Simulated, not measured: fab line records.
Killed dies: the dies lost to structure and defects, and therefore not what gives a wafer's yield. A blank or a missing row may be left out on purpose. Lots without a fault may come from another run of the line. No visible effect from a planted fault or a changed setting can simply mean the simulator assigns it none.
A struck lot beside a sound one ; flow n5 finfet ; 17 steps out of a route of 1938
Sound: these wafers, L106.2, L106.3, L106.5. Struck: wafer L111.6 (L111.1, L111.5, from the same lot, were not struck and are left out); the cause is given at the end.
Per side, at each step with rows, come the tool, then ch with its chambers, and then its first start. Under that, the readings that differ: sound wafers ; struck wafers ; difference of the means ; sigmas: that difference in standard deviations of wafers without a fault.
alike: same words and numbers on both sides, and readings whose means sit less than 2 such deviations apart. not compared: any withheld reading, any reading some wafer has no value for, any bound like >300 that may hide the same value, and any number with overlapping values for which the record gives no deviation.
The two part at a step that has a row with sigmas, a row that says differs or no value, or rows on one side only. Numbers that don't overlap but have no deviation are shown without sigmas and don't part them. A reading missing from all wafers of one side parts the sides only when that side holds two or more wafers.

N5_BEOL_M10_ALD_74: deposits TaN, target thk 2 nm, pulse time 2 s, purge time 3 s.
  sound on ald metal-03 ch 0,2,3, day 11 11:18; struck on ald metal-04 ch 2, day 13 00:58
  alike: chamber pressure Torr, heater power w
N5_BEOL_M10_SURFACE_TREAT_76:
  struck on pvd sputter-03, day 13 01:17; sound on pvd sputter-01, day 11 11:38
  not compared: pressure mtorr, throttle valve pct
then, 1 step without rows for these wafers: N5_BEOL_M10_CVD_75 (deposits Co from CCTBA/H2, target thk 2 nm, time 138.9 s).
N5_BEOL_M10_SPUTTER_48: material Cu, target thk 12 nm, time 2 s.
  struck on pvd sputter-01, day 13 01:28; sound on pvd sputter-01, day 11 11:53
  alike: chuck sensor temp C, throttle valve pct
then, 3 steps without rows for these wafers: N5_BEOL_M10_ECD_50 (material Cu, target thk 318 nm); N5_BEOL_M10_ANNEAL_51 (time 90 s); N5_BEOL_M10_CMP_52 (polishes, stops on SiCOH lowk, t overpolish 7 s, target thk 140 nm).
N5_BEOL_M10_THK_MEAS_53: measures by xrf.
  struck on film metro-01, day 13 02:52; sound on film metro-02, day 11 12:46
  alike: M10_THK
then, 1 step without rows for these wafers: N5_BEOL_M10_PRE_CLEAN_55 (time 15 s).
N5_BEOL_M10_DEP_56: deposits SiCN from 3MS/NH3, target thk 15 nm, time 26.5 s.
  sound on pecvd-04 ch 1,2, day 11 12:50; struck on pecvd-03 ch 1, day 13 02:55
reading;sound;struck;difference;sigmas
showerhead plenum p Torr (Torr);3.666 3.667 3.656;3.681;+0.018;+2
throttle valve pct (%);9.4 8.7 8.3;10.0;+1.2;+2
  alike: chamber pressure Torr
N5_BEOL_M10_RS_MEAS_57: measures by four-point-probe.
  struck on film metro-02, day 13 02:59; sound on film metro-01, day 11 12:56
  alike: M10_RS
N5_BEOL_M10_INSPECT_58: inspects for defects (darkfield).
  struck on defect inspect-01, day 13 03:01; sound on defect inspect-01, day 11 12:58
reading;sound;struck;difference;sigmas
raw defect count;58 126 87;38;-52;-2
N5_BEOL_M11_ILD_DEP_00: deposits SiCOH lowk from DEMS/porogen, target thk 308.51 nm, time 58 s.
  sound on pecvd-03 ch 1, day 11 13:00; struck on pecvd-02 ch 1, day 13 03:03
reading;sound;struck;difference;sigmas
showerhead plenum p Torr (Torr);5.746 5.751 5.744;5.723;-0.024;-2
  alike: chamber pressure Torr, heater power w, throttle valve pct
N5_BEOL_M11_CURE_71: cures SiCOH lowk, time 240 s.
  sound on uv cure-01 ch 1, day 11 13:16; struck on uv cure-03 ch 2, day 13 03:08
  alike: lamp power pct, wafer_temp_C_max
N5_BEOL_M11_THK_MEAS_01:
  struck on film metro-02, day 13 03:39; sound on film metro-02, day 11 13:42
reading;sound;struck;difference;sigmas
M11_ILD_THK (nm);262 265 268;234;-31;-9
then, 1 step without rows for these wafers: N5_BEOL_M11_PECVD_70 (deposits SiO2 from TEOS/O2, target thk 20 nm, time 22.7 s).
N5_PASSIVATION_PROBE_49:
  struck on prober-02, day 14 19:14; sound on prober-02, day 13 15:47
  alike: defect limited yield, killed_at_M0_to_M3, killed_at_M4_up, killed at contacts, killed at front end, killed at other, killed dies, killed open, killed short, sort_bin_5_function, sort_bin_6_memory, sort n pass, sort yield pct

WHERE THEY PART
Earliest at N5_BEOL_M10_DEP_56; latest, in this record, at N5_BEOL_M11_THK_MEAS_01. Later steps at which nothing parts them and some readings are alike: N5_PASSIVATION_PROBE_49.

WHY: what the simulator had put in
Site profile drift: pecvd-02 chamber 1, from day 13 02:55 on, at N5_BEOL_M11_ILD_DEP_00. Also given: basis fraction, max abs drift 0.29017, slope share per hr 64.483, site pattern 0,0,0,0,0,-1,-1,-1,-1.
